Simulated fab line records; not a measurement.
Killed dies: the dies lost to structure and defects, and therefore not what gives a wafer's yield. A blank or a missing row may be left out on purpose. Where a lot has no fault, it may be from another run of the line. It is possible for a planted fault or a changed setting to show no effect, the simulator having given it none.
fab line records ; flow n5_finfet
record: lots: 7; wafers: 19; last_day: 17
route steps=1938 shown SDB@362 DUMMY_REMOVAL@377 BEOL_M4@1111 PASSIVATION@1936
lots with no fault: from the same line, run without faults
start_h: hours from the record's first day to the start of the lot's first wafer shown ; wait_h: hours from the lot's prior step to this one ; " same as the row above ; L1.1+2: a single row standing in for several wafers ; - no value, or no start was given ; * or withheld: withheld ; < > ~ a bound
route shown NAME@n: a module of which the file shows steps, and the number in the route of the first ; usual: the fault-free wafers' mean and standard deviation ; same: alike in all rows ; chamber/n: place in a boat ; sites: per-site readings ; _std_site: how widely they spread, as a standard deviation ; _edge_site: mean of outer sites minus mean of inner sites ; radius_mm: for every site, how far away it sits from the centre of the wafer ; mask NAME#n: copy n ; behind: the tool/chamber that last shaped the wafer ; hold: the reason the lot was held/the length of the hold in hours/how it ended ; device: the n, p or np transistor that did not switch ; end of line: the tests these same wafers got at the end of their route ; a step given without rows: its recipe and nothing more ; killed: the dies lost at the first sort to structure and to defects; this is not the yield of the wafer ; map: dies across one wafer; x = killed, . = not, _ = none there
set.NAME: the run value of the setting; set.NAME@STEP: its run value at that earlier step ; model.NAME: the simulator's own value behind a step, which no gauge read
a table for each step, a row for each wafer; lots at some steps of the route
services: when a tool's chamber went out of use (start_h, in hours from the record's first day, below 0 if earlier), for how many hours, and the reason
== steps ==
step: N5_SDB_STRIP_19
recipe: chemistry: N2/H2; temp_c: 40; n2_flow_sccm: 200; h2_flow_sccm: 200; rf_frequency_hz: 6e+07
step: N5_SDB_STRIP_21
recipe: chemistry: CF4; resist: SiARC; power_w: 300; bias_power_w: 75; pressure_mtorr: 50; cf4_flow_sccm: 150; rf_frequency_hz: 6e+07
usual: drypump_motor_current_A: 5.8/0.46; oes_product_au: 0.77/0.068; rf_vpp_V: 271.7/1.7; showerhead_plenum_p_Torr: 1.81/0.07; throttle_valve_pct: 13.59/0.24
lot.wafer;tool;chamber;start_h;wait_h;drypump_motor_current_A;oes_product_au;rf_hours_counter_h;rf_vpp_V;showerhead_plenum_p_Torr;throttle_valve_pct
L151.1;rie_diel-02;2;66.30;0.0;6.1;0.81;67;274.4;1.89;13.34
L151.5;rie_diel-02;2;66.30;0.0;6.1;0.82;-;271.9;1.89;13.31
L151.6;rie_diel-02;1;66.30;0.0;6.5;0.72;-;271.4;1.85;13.63
L153.1;rie_diel-02;3;82.43;0.0;5.9;0.77;100;269.5;1.74;13.35
L153.3;rie_diel-02;1;82.43;0.0;6.5;0.72;183;273.9;1.85;13.63
L153.6;rie_diel-02;3;82.43;0.0;5.9;0.77;-;270.3;1.74;13.35
L157.1;rie_diel-01;0;108.26;0.0;5.7;0.76;149;270.8;1.73;13.75
L157.4;rie_diel-01;2;108.26;0.0;5.0;0.71;212;270.9;1.85;13.93
L159.4;rie_diel-02;3;116.86;0.0;5.8;0.77;115;269.3;1.73;13.38
L159.6;rie_diel-02;0;116.86;0.0;5.5;0.69;-;269.6;1.70;13.65
L160.1;rie_diel-01;0;128.39;0.0;5.7;0.75;156;269.7;1.73;13.76
L160.3;rie_diel-01;3;128.39;0.0;6.2;0.78;112;273.4;1.88;13.55
L160.4;rie_diel-01;2;128.39;0.0;5.0;0.71;218;271.9;1.85;13.94
L164.2;rie_diel-02;1;144.76;0.0;6.5;0.71;209;272.4;1.84;13.71
L164.3;rie_diel-02;3;144.76;0.0;5.9;0.75;124;271.1;1.73;13.41
L164.6;rie_diel-02;1;144.76;0.0;6.5;0.70;-;273.3;1.84;13.71
L174.2;rie_diel-01;3;205.46;0.0;6.2;0.75;140;273.3;1.87;13.62
L174.4;rie_diel-01;0;205.46;0.0;5.6;0.73;191;270.9;1.72;13.84
L174.5;rie_diel-01;2;205.46;0.0;5.0;0.69;-;272.2;1.84;14.01
step: N5_SDB_HM_OPEN_20
recipe: chemistry: CH3F/O2; target: SiNx; mask_material: SOC; target_depth_a: 240; stop_on: poly-Si; over_etch_frac: 0.4; ion_energy_ev: 120; pressure_mtorr: 30; source_w: 395; bias_w: 73; Ar_flow_sccm: 150; CH3F_flow_sccm: 30; O2_flow_sccm: 20
usual: drypump_motor_current_A: 5.8/0.46; oes_product_au: 0.64/0.056; rf_vpp_V: 296.4/2.9; showerhead_plenum_p_Torr: 2.02/0.08; throttle_valve_pct: 16.35/0.22
lot.wafer;tool;chamber;start_h;wait_h;drypump_motor_current_A;oes_product_au;rf_hours_counter_h;rf_vpp_V;showerhead_plenum_p_Torr;throttle_valve_pct
L151.1;rie_diel-02;2;66.32;0.0;6.1;0.69;67;298.6;2.12;16.15
L151.5;rie_diel-02;2;66.32;0.0;6.1;0.70;-;299.0;2.12;16.13
L151.6;rie_diel-02;1;66.32;0.0;6.5;0.62;-;295.6;2.07;16.34
L153.1;rie_diel-02;3;82.45;0.0;5.9;0.64;100;298.8;1.94;16.15
L153.3;rie_diel-02;1;82.45;0.0;6.5;0.60;183;293.3;2.07;16.37
L153.6;rie_diel-02;3;82.45;0.0;5.9;0.66;-;298.1;1.94;16.16
L157.1;rie_diel-01;0;108.28;0.0;5.6;0.63;149;294.5;1.92;16.53
L157.4;rie_diel-01;2;108.28;0.0;5.1;0.59;212;292.4;2.06;16.68
L159.4;rie_diel-02;3;116.88;0.0;5.9;0.64;115;300.8;1.94;16.18
L159.6;rie_diel-02;0;116.88;0.0;5.5;0.57;-;293.8;1.89;16.36
L160.1;rie_diel-01;0;128.41;0.0;5.7;0.62;156;293.9;1.92;16.54
L160.3;rie_diel-01;3;128.41;0.0;6.2;0.64;112;299.5;2.09;16.24
L160.4;rie_diel-01;2;128.41;0.0;5.0;0.58;218;294.0;2.06;16.71
L164.2;rie_diel-02;1;144.78;0.0;6.5;0.58;209;292.7;2.06;16.41
L164.3;rie_diel-02;3;144.78;0.0;5.9;0.62;124;298.9;1.93;16.19
L164.6;rie_diel-02;1;144.78;0.0;6.5;0.59;-;292.9;2.06;16.40
L174.2;rie_diel-01;3;205.48;0.0;6.2;0.62;140;299.3;2.08;16.32
L174.4;rie_diel-01;0;205.48;0.0;5.6;0.60;191;292.2;1.91;16.58
L174.5;rie_diel-01;2;205.48;0.0;5.0;0.57;-;293.4;2.05;16.74
step: N5_SDB_STRIP_22
recipe: chemistry: N2/H2; power_w: 1000; temp_c: 250; h2_frac: 0.65; overash_fraction: 0.3; pressure_mtorr: withheld; n2_flow_sccm: 1750; h2_flow_sccm: 3250
step: N5_SDB_PRECLEAN_23
recipe: chemistry: dHF; time_s: 30; temp_c: 25; dilution: withheld
step: N5_SDB_DUMMY_REMOVE_24
recipe: chemistry: TMAH; temp_c: 70; target: poly-Si; stop_on: SiO2; target_depth_nm: 142; conc_wt_pct: 5; time_s: 57; dry: ipa_marangoni; rinse_time_s: 30; rinse_temp_c: 23
step: N5_SDB_ETCH_25
recipe: chemistry: C4F6/O2; target: SiO2; target_depth_a: 100; time_s: 3.3; ion_energy_ev: 250; mask_material: SiNx; pressure_mtorr: 30; source_w: 345; bias_w: 185; Ar_flow_sccm: 300; C4F6_flow_sccm: 10; O2_flow_sccm: 10
usual: drypump_motor_current_A: 5.7/0.47; oes_product_au: 0.80/0.083; rf_vpp_V: 663/5.4; showerhead_plenum_p_Torr: 2.88/0.096; throttle_valve_pct: 21.21/0.23
lot.wafer;tool;chamber;start_h;wait_h;drypump_motor_current_A;oes_product_au;rf_hours_counter_h;rf_vpp_V;showerhead_plenum_p_Torr;throttle_valve_pct
L151.1;rie_diel-02;2;66.63;0.0;6.1;0.82;67;667;3.01;21.00
L151.5;rie_diel-02;3;66.63;0.0;5.9;0.79;-;669;2.77;20.99
L151.6;rie_diel-02;0;66.63;0.0;5.5;0.70;-;655;2.71;21.13
L153.1;rie_diel-01;0;82.75;0.0;5.6;0.77;141;658;2.75;21.37
L153.3;rie_diel-01;2;82.75;0.0;5.0;0.71;203;656;2.94;21.49
L153.6;rie_diel-01;1;82.75;0.0;5.6;0.92;-;674;3.02;20.90
L157.1;rie_diel-06;3;108.58;0.0;6.4;0.77;109;662;2.86;21.39
L157.4;rie_diel-06;2;108.58;0.0;5.4;0.76;-;663;2.95;21.48
L159.4;rie_diel-06;3;117.21;0.1;6.4;0.79;-;664;2.86;21.41
L159.6;rie_diel-06;0;117.21;0.1;5.7;0.99;-;666;2.79;20.92
L160.1;rie_diel-01;1;128.92;0.2;5.6;0.90;32;674;3.01;20.93
L160.3;rie_diel-01;2;128.92;0.2;5.0;0.71;218;658;2.93;21.52
L160.4;rie_diel-01;0;128.92;0.2;5.6;0.75;157;657;2.74;21.39
L164.2;rie_diel-06;0;145.08;0.0;5.7;0.94;12;666;2.79;20.93
L164.3;rie_diel-06;3;145.08;0.0;6.4;0.78;123;664;2.85;21.40
L164.6;rie_diel-06;0;145.08;0.0;5.7;0.94;-;667;2.79;20.93
L174.2;rie_diel-01;2;205.78;0.0;5.1;0.70;241;658;2.92;21.53
L174.4;rie_diel-01;1;205.78;0.0;5.6;0.83;65;673;3.00;20.96
L174.5;rie_diel-01;0;205.78;0.0;5.6;0.73;-;656;2.73;21.45
step: N5_SDB_CUT_ETCH_26
recipe: chemistry: HBr/Cl2/O2; target: Si; target_depth_a: 1296; bt_time_s: 20; mask_material: SiNx; time_s: 51.8; ion_energy_ev: *; bias_w: *; pressure_mtorr: 10; icp_w: 800; HBr_flow_sccm: 150; Cl2_flow_sccm: 80; O2_flow_sccm: 12
usual: drypump_motor_current_A: 5.6/0.59; oes_product_au: 1.010/0.013; throttle_valve_pct: 37.1/0.31
lot.wafer;tool;chamber;start_h;wait_h;drypump_motor_current_A;oes_product_au;rf_hours_counter_h;throttle_valve_pct
L151.1;rie_si-06;0;66.71;0.1;4.9;0.990;19;36.9
L151.5;rie_si-06;0;66.71;0.1;4.9;0.997;-;36.9
L151.6;rie_si-06;1;66.71;0.1;6.4;1.021;-;36.9
L153.1;rie_si-02;1;82.83;0.1;5.6;1.012;42;37.3
L153.3;rie_si-02;2;82.83;0.1;5.9;1.024;97;36.9
L153.6;rie_si-02;0;82.83;0.1;5.3;1.014;-;36.9
L157.1;rie_si-06;2;108.67;0.1;6.3;0.999;82;37.6
L157.4;rie_si-06;0;108.67;0.1;4.9;1.005;20;36.9
L159.4;rie_si-06;2;117.26;0.0;6.3;1.013;82;37.6
L159.6;rie_si-06;1;117.26;0.0;6.4;1.029;-;36.9
L160.1;rie_si-06;1;129.01;0.1;6.4;1.016;85;36.9
L160.3;rie_si-06;3;129.01;0.1;4.8;0.995;186;37.1
L160.4;rie_si-06;2;129.01;0.1;6.2;1.017;82;37.6
L164.2;rie_si-06;2;145.16;0.1;6.3;1.011;82;37.6
L164.3;rie_si-06;3;145.16;0.1;4.8;0.993;187;37.2
L164.6;rie_si-06;3;145.16;0.1;4.8;0.989;-;37.2
L174.2;rie_si-06;0;205.87;0.1;4.9;1.001;22;36.9
L174.4;rie_si-06;3;205.87;0.1;4.8;0.997;188;37.1
L174.5;rie_si-06;1;205.87;0.1;6.4;1.030;-;36.9
step: N5_SDB_PRECLEAN_38
recipe: chemistry: dHF; time_s: 10; dilution: 750:1; temp_c: 25
step: N5_SDB_PRECLEAN_39
recipe: chemistry: O3/DIW; time_s: 45; temp_c: 22; o3_ppm: 10
step: N5_SDB_SRD_28
recipe: dry: ipa_marangoni; time_s: 30; temp_c: 23; rinse_liquid: diw
step: N5_SDB_ALD_29
recipe: material: SiNx; target_thk_a: 300; temp_c: 400; ald_precursor_family: SiH2I2; ald_co_reactant: N2/H2-plasma; pulse_time_s: 1; ald_cycles: 600; purge_time_s: 2; co_reactant_purge_time_s: 2; pressure_torr: 2
step: N5_SDB_CMP_30
recipe: stop_on: poly-Si; t_overpolish_s: 1.54; post_cmp_clean: alkaline_brush; down_force_psi: 4.1491; platen_rpm: 51.796; pad_velocity_m_s: 1.0306; target_thk_nm: 30
usual: motor_current_A: 12.9/1.1; overpolish_run_s: 1.541/0.0093; time_to_endpoint_s: 17.1/2.5
same: t_overpolish_s: 1.54
lot.wafer;tool;chamber;start_h;wait_h;motor_current_A;overpolish_run_s;time_to_endpoint_s;model.a-Si_of_DUMMY_GATE_CVD_03.thk_nm
L151.1;cmp-02;3;69.84;1.5;11.4;1.548;17.7;65
L151.5;cmp-02;0;69.84;1.5;12.4;1.555;15.6;64
L151.6;cmp-02;1;69.84;1.5;13.1;1.534;15.2;64
L153.1;cmp-04;1;85.78;1.4;13.1;1.542;12.7;65.4
L153.3;cmp-04;2;85.78;1.4;13.5;1.548;13.4;64.6
L153.6;cmp-04;1;85.78;1.4;12.6;1.544;12.6;65.8
L157.4;cmp-04;1;111.58;1.4;13.6;1.533;31.0;67
L157.1;cmp-04;2;111.58;1.4;14.3;1.531;15.2;64.6
L159.4;cmp-04;3;120.26;1.5;11.3;1.542;31.3;66.6
L159.6;cmp-04;1;120.26;1.5;14.2;1.557;16.6;65.4
L160.1;cmp-04;3;131.93;1.4;11.3;1.534;19.2;63.4
L160.4;cmp-04;0;131.93;1.4;12.5;1.529;35.7;65.4
L160.3;cmp-04;1;131.93;1.4;13.5;1.533;19.1;64.8
L164.3;cmp-02;2;148.18;1.4;14.4;1.520;16.9;64.4
L164.2;cmp-02;3;148.18;1.4;11.6;1.537;17.7;62.6
L164.6;cmp-02;2;148.18;1.4;13.5;1.535;14.2;64
L174.2;cmp-02;0;208.78;1.4;12.6;1.546;19.4;64
L174.4;cmp-02;2;208.78;1.4;13.7;1.535;17.3;62.6
L174.5;cmp-02;1;208.78;1.4;13.7;1.548;16.3;63.8
step: N5_SDB_THK_MEAS_31
recipe: reads: a-Si_of_DUMMY_GATE_CVD_03
usual: SDB_THK: 64.0/0.97
lot.wafer;tool;chamber;start_h;wait_h;SDB_THK[nm]
L151.1;film_metro-01;-;70.02;-;65.0
L151.5;film_metro-01;-;70.02;-;64.1
L151.6;film_metro-01;-;70.02;-;64.0
L153.1;film_metro-01;-;86.04;-;65.3
L153.3;film_metro-01;-;86.04;-;64.7
L153.6;film_metro-01;-;86.04;-;65.8
L157.1;film_metro-02;-;111.88;-;64.5
L157.4;film_metro-02;-;111.88;-;67.0
L159.4;film_metro-01;-;120.48;-;66.7
L159.6;film_metro-01;-;120.48;-;65.3
L160.1;film_metro-02;-;132.23;-;63.3
L160.3;film_metro-02;-;132.23;-;64.8
L160.4;film_metro-02;-;132.23;-;65.5
L164.2;film_metro-02;-;148.48;-;62.6
L164.3;film_metro-02;-;148.48;-;64.5
L164.6;film_metro-02;-;148.48;-;64.0
L174.2;film_metro-02;-;209.08;-;64.0
L174.4;film_metro-02;-;209.08;-;62.5
L174.5;film_metro-02;-;209.08;-;63.7
step: N5_SDB_INSPECT_36
recipe: inspect_instrument: darkfield; mode: post_cmp
usual: raw_defect_count: 37/17
lot.wafer;tool;chamber;start_h;wait_h;raw_defect_count
L151.1;defect_inspect-02;-;70.05;0.0;18
L151.5;defect_inspect-02;-;70.05;0.0;18
L151.6;defect_inspect-02;-;70.05;0.0;30
L153.1;defect_inspect-02;-;86.07;0.0;48
L153.3;defect_inspect-02;-;86.07;0.0;17
L153.6;defect_inspect-02;-;86.07;0.0;23
L157.1;defect_inspect-01;-;111.90;0.0;35
L157.4;defect_inspect-01;-;111.90;0.0;29
L159.4;defect_inspect-01;-;120.51;0.0;37
L159.6;defect_inspect-01;-;120.51;0.0;28
L160.1;defect_inspect-02;-;132.25;0.0;24
L160.3;defect_inspect-02;-;132.25;0.0;45
L160.4;defect_inspect-02;-;132.25;0.0;49
L164.2;defect_inspect-02;-;148.50;0.0;37
L164.3;defect_inspect-02;-;148.50;0.0;33
L164.6;defect_inspect-02;-;148.50;0.0;19
L174.2;defect_inspect-01;-;209.10;0.0;40
L174.4;defect_inspect-01;-;209.10;0.0;55
L174.5;defect_inspect-01;-;209.10;0.0;52
step: N5_DUMMY_REMOVAL_HM_STRIP_01
recipe: chemistry: CH3F/O2; material: SiNx; target_depth_a: 40; stop_on: poly-Si; time_s: 6.8; over_etch_frac: 0.3; ion_energy_ev: 60; power_w: 410; bias_w: 29; Ar_flow_sccm: 150; CH3F_flow_sccm: 30; O2_flow_sccm: 20
usual: drypump_motor_current_A: 5.7/0.46; oes_product_au: 0.66/0.064; rf_vpp_V: 127.6/0.99; showerhead_plenum_p_Torr: 2.02/0.077; throttle_valve_pct: 16.28/0.17
lot.wafer;tool;chamber;start_h;wait_h;drypump_motor_current_A;oes_product_au;rf_hours_counter_h;rf_vpp_V;showerhead_plenum_p_Torr;throttle_valve_pct;model.a-Si_of_DUMMY_GATE_CVD_03.thk_nm
L151.1;rie_diel-05;2;70.15;0.1;5.4;0.73;33;127.4;2.12;16.11;65
L151.5;rie_diel-05;3;70.15;0.1;5.3;0.59;-;127.7;1.99;16.24;64
L151.6;rie_diel-05;0;70.15;0.1;6.3;0.75;-;128.4;1.96;16.42;64
L153.1;rie_diel-05;2;86.36;0.3;5.4;0.73;39;128.6;2.12;16.10;65.4
L153.3;rie_diel-05;1;86.36;0.3;5.3;0.75;25;127.1;2.13;16.01;64.6
L153.6;rie_diel-05;2;86.36;0.3;5.4;0.73;-;127.1;2.12;16.11;65.8
L157.1;rie_diel-04;0;111.94;0.0;6.2;0.61;154;127.9;2.00;16.23;64.6
L157.4;rie_diel-04;1;111.94;0.0;5.4;0.71;29;126.7;1.96;16.55;67
L159.4;rie_diel-04;3;120.63;0.1;6.0;0.61;148;127.8;1.91;16.24;66.6
L159.6;rie_diel-04;1;120.63;0.1;5.4;0.71;-;127.7;1.96;16.57;65.4
L160.1;rie_diel-05;1;132.29;0.0;5.3;0.73;40;128.0;2.12;16.06;63.4
L160.3;rie_diel-05;0;132.29;0.0;6.3;0.72;33;128.0;1.96;16.46;64.8
L160.4;rie_diel-05;2;132.29;0.0;5.4;0.71;53;128.2;2.11;16.13;65.4
L164.2;rie_diel-05;3;148.54;0.0;5.3;0.57;220;128.2;1.98;16.30;62.6
L164.3;rie_diel-05;1;148.54;0.0;5.3;0.71;45;127.8;2.12;16.05;64.4
L164.6;rie_diel-05;2;148.54;0.0;5.4;0.71;-;127.5;2.11;16.14;64
L174.2;rie_diel-05;1;209.14;0.0;5.3;0.69;63;130.1;2.11;16.08;64
L174.4;rie_diel-05;0;209.14;0.0;6.3;0.68;57;127.7;1.95;16.50;62.6
L174.5;rie_diel-05;0;209.14;0.0;6.3;0.68;-;126.8;1.95;16.50;63.8
step: N5_DUMMY_REMOVAL_STRIP_10
recipe: chemistry: N2/H2; time_s: 40; power_w: 100; temp_c: 40; pressure_mtorr: 100; rf_frequency_hz: 6e+07; bias_power_w: 3; n2_flow_sccm: 300; h2_flow_sccm: 300
usual: drypump_motor_current_A: 5.7/0.46; oes_product_au: 0.82/0.083; rf_vpp_V: 45.5/0.92; showerhead_plenum_p_Torr: 3.41/0.13; throttle_valve_pct: 12.17/0.18
lot.wafer;tool;chamber;start_h;wait_h;drypump_motor_current_A;oes_product_au;rf_hours_counter_h;rf_vpp_V;showerhead_plenum_p_Torr;throttle_valve_pct
L151.1;rie_diel-05;2;70.18;0.0;5.4;0.92;33;45.8;3.58;12.06
L151.5;rie_diel-05;3;70.18;0.0;5.4;0.72;-;45.2;3.35;12.17
L151.6;rie_diel-05;0;70.18;0.0;6.3;0.94;-;45.9;3.32;12.27
L153.1;rie_diel-05;2;86.39;0.0;5.5;0.91;39;45.2;3.58;12.08
L153.3;rie_diel-05;1;86.39;0.0;5.3;0.92;25;44.5;3.58;11.84
L153.6;rie_diel-05;2;86.39;0.0;5.4;0.91;-;45.7;3.58;12.10
L157.1;rie_diel-04;0;111.97;0.0;6.3;0.77;154;45.6;3.38;12.13
L157.4;rie_diel-04;1;111.97;0.0;5.4;0.89;29;46.1;3.30;12.35
L159.4;rie_diel-04;3;120.67;0.0;6.0;0.75;148;45.4;3.24;12.22
L159.6;rie_diel-04;1;120.67;0.0;5.4;0.88;-;44.6;3.30;12.36
L160.1;rie_diel-05;1;132.32;0.0;5.4;0.89;40;44.9;3.58;11.87
L160.3;rie_diel-05;0;132.32;0.0;6.3;0.91;33;44.3;3.31;12.31
L160.4;rie_diel-05;2;132.32;0.0;5.5;0.88;53;44.5;3.57;12.13
L164.2;rie_diel-05;3;148.57;0.0;5.3;0.71;220;47.3;3.34;12.24
L164.3;rie_diel-05;1;148.57;0.0;5.3;0.89;45;45.0;3.57;11.87
L164.6;rie_diel-05;2;148.57;0.0;5.5;0.87;-;46.3;3.56;12.14
L174.2;rie_diel-05;1;209.17;0.0;5.3;0.87;63;47.1;3.56;11.93
L174.4;rie_diel-05;0;209.17;0.0;6.3;0.86;57;45.4;3.30;12.39
L174.5;rie_diel-05;0;209.17;0.0;6.4;0.85;-;45.0;3.30;12.38
step: N5_BEOL_M4_RC_MEAS_101
usual: DIBL_N: 36.5/1.4; DIBL_P: 36.6/1.6; IOFF_N: 0.160/0.024; IOFF_P: 0.217/0.029; ION_N: 674/8.7; ION_P: 464/6.5; SS_N: 71.6/0.47; SS_P: 73.4/0.57; VT_N: 250.0/2.5; VT_P: -250/3.1
lot.wafer;tool;chamber;start_h;wait_h;DIBL_N[mV/V];DIBL_P[mV/V];IOFF_N[nA/um];IOFF_P[nA/um];ION_N[uA/um];ION_P[uA/um];SS_N[mV/dec];SS_P[mV/dec];VT_N[mV];VT_P[mV]
L151.1;prober-02;0;167.05;0.0;36.6;36.0;0.154;0.208;679;470;70.9;72.7;249.8;-249
L151.5;prober-02;0;167.05;0.0;38.1;36.9;0.167;0.226;680;463;71.9;73.4;246.9;-248
L151.6;prober-02;0;167.05;0.0;37.9;37.5;0.169;0.227;677;468;71.9;73.3;248.0;-250
L153.1;prober-01;0;185.45;0.0;37.1;37.6;0.187;0.222;687;466;72.2;73.6;246.3;-249
L153.3;prober-01;0;185.45;0.0;35.5;35.4;0.145;0.185;666;458;71.4;73.0;250.0;-252
L153.6;prober-01;0;185.45;0.0;35.0;34.4;0.145;0.177;667;456;71.6;72.6;251.0;-253
L157.1;prober-01;0;212.81;0.0;38.4;38.6;0.199;0.267;691;474;71.7;73.6;247.0;-245
L157.4;prober-01;0;212.81;0.0;37.0;36.6;0.163;0.229;667;465;71.8;73.7;250.6;-246
L159.4;prober-01;0;227.67;0.5;36.3;37.5;0.169;0.257;682;474;71.5;74.0;248.9;-243
L159.6;prober-01;0;227.67;0.5;35.4;36.3;0.145;0.229;664;468;71.2;73.0;249.4;-243
L160.1;prober-02;0;233.87;0.0;36.0;33.3;0.136;0.197;669;465;71.3;72.4;251.6;-248
L160.3;prober-02;0;233.87;0.0;38.4;36.2;0.192;0.230;677;463;71.5;73.5;246.7;-247
L160.4;prober-02;0;233.87;0.0;35.9;33.6;0.137;0.186;667;459;71.5;72.3;248.8;-251
L164.2;prober-01;0;257.61;0.2;36.3;37.0;0.142;0.190;670;462;72.3;73.6;252.4;-254
L164.3;prober-01;0;257.61;0.2;35.1;34.0;0.123;0.161;658;450;71.1;73.2;254.8;-255
L164.6;prober-01;0;257.61;0.2;35.4;35.5;0.130;0.169;669;453;71.5;73.7;253.9;-254
L174.2;prober-02;0;304.29;0.2;38.1;38.6;0.208;0.260;689;466;71.6;73.7;244.8;-247
L174.4;prober-02;0;304.29;0.2;37.4;36.5;0.174;0.223;680;465;72.1;73.2;249.1;-249
L174.5;prober-02;0;304.29;0.2;37.2;36.6;0.172;0.221;677;460;71.8;73.5;249.9;-250
step: N5_PASSIVATION_PROBE_49
usual: defect_limited_yield: 91.2/1.4; killed_at_M0_to_M3: 34/9.4; killed_at_M4_up: 13/5.8; killed_at_contacts: 13/6.4; killed_at_front_end: 41/11; killed_at_other: 3.1/2.3; killed_dies: 103/16; killed_on_rim: 13/3.4; killed_open: 69/12; killed_short: 33/7.8; sort_bin_5_function: 5.1/0.91; sort_bin_6_memory: 3.3/0.63; sort_n_pass: 1077/16; sort_yield_pct: 91.2/1.4
same: gross_dies: 1180; killed_at_back_side: 0; sort_bin_4_leakage[%]: 0; sort_bin_8_speed[%]: 0
lot.wafer;tool;chamber;start_h;wait_h;defect_limited_yield[%];killed_at_M0_to_M3;killed_at_M4_up;killed_at_contacts;killed_at_front_end;killed_at_other;killed_dies;killed_on_rim;killed_open;killed_short;sort_bin_5_function[%];sort_bin_6_memory[%];sort_n_pass;sort_yield_pct[%]
L164.2;prober-02;-;365.05;0.1;92.1;17;22;18;33;3;93;11;61;31;4.4;3.1;1087;92.1
L164.3;prober-02;-;365.10;0.1;90.4;29;31;16;33;4;113;17;74;38;5.8;3.3;1067;90.4
L164.6;prober-02;-;365.25;0.3;92.8;27;8;18;30;2;85;13;63;22;3.5;3.6;1095;92.8
killed by level:class
L164.2 MOL_CONTACT_COAG:geometric_particle:open=14 FIN_SAQP:geometric_particle:short=10 BEOL_M4:geometric_particle:open=7 BEOL_M1:geometric_particle:open=6 BEOL_M0_SAQP:geometric_particle:short=5 STI_FIN_REVEAL:geometric_particle:open=5 FIN_SAQP:geometric_particle:open=4 MOL_CONTACT_COAG:geometric_particle:short=4
L164.3 BEOL_M4:geometric_particle:open=13 MOL_CONTACT_COAG:geometric_particle:open=12 BEOL_M0_SAQP:geometric_particle:short=10 DUMMY_GATE:geometric_particle:open=7 BEOL_M0_SAQP:geometric_particle:open=7 BEOL_M4:geometric_particle:short=6 STI_FIN_REVEAL:geometric_particle:open=5 FIN_SAQP:geometric_particle:open=4
L164.6 MOL_CONTACT_COAG:geometric_particle:open=16 STARTING-WAFER:geometric_particle:open=9 STI_FIN_REVEAL:geometric_particle:open=7 BEOL_M0_SAQP:geometric_particle:open=5 BEOL_M1:geometric_particle:short=5 BEOL_M3:geometric_particle:open=5 GATE_CUT:geometric_particle:short=4 BEOL_M1:geometric_particle:open=4
== services ==
tool;chamber;start_h;hours;kind
rie_si-06;-;45.21;0.7;repair
rie_diel-05;1;53.03;12.9;repair
rie_diel-06;-;57.20;3.8;repair
cmp-04;-;64.33;2.2;repair
rie_diel-01;1;64.71;3.8;repair
cmp-04;-;76.62;3.1;repair
rie_diel-04;-;86.96;1.0;repair
rie_diel-05;2;91.74;2.1;repair
rie_si-06;0;98.38;8.0;repair
cmp-02;-;117.19;3.8;repair
rie_diel-06;-;152.14;4.3;pm
rie_diel-04;3;158.32;14.6;repair
rie_diel-02;-;161.27;0.4;repair
rie_diel-02;0;168.03;-;clean
rie_diel-02;0;168.03;-;consumable_replace:focus_ring
cmp-02;-;172.36;4.9;pm
rie_si-02;3;181.95;6.5;repair
rie_diel-01;2;185.30;17.7;repair
rie_diel-04;3;193.36;5.3;repair
cmp-02;-;194.36;2.7;repair
cmp-04;-;194.47;1.4;repair
rie_diel-02;1;195.81;5.5;repair
rie_diel-02;3;198.03;6.0;repair
rie_si-02;-;201.81;0.1;repair
== key ==
first_sign: step: N5_SDB_CMP_30; reading: time_to_endpoint_s; direction: up; sigmas: 6.1; usual: *; struck: *
effect: step: N5_SDB_THK_MEAS_31; reading: SDB_THK; direction: up; sigmas: 2.5; usual: 64.0; struck: 66.4
model_effect: step: N5_SDB_CMP_30; value: a-Si_of_DUMMY_GATE_CVD_03.thk_nm; without: 64.33; struck: 66.33
model_effect: step: N5_DUMMY_REMOVAL_HM_STRIP_01; value: a-Si_of_DUMMY_GATE_CVD_03.thk_nm; without: 64.8; struck: 66.8
met_at N5_SDB_CMP_30
struck_wafers L157.4,L159.4,L160.4
onset_between 85.78 111.58
fault: kind: process_parameter_drift; tool: cmp-04; chamber: -; onset_h: 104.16; steps: N5_SDB_CMP_30; channel: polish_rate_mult; offset: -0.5; shape: step; end_h: 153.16; scope: struck_wafers_only
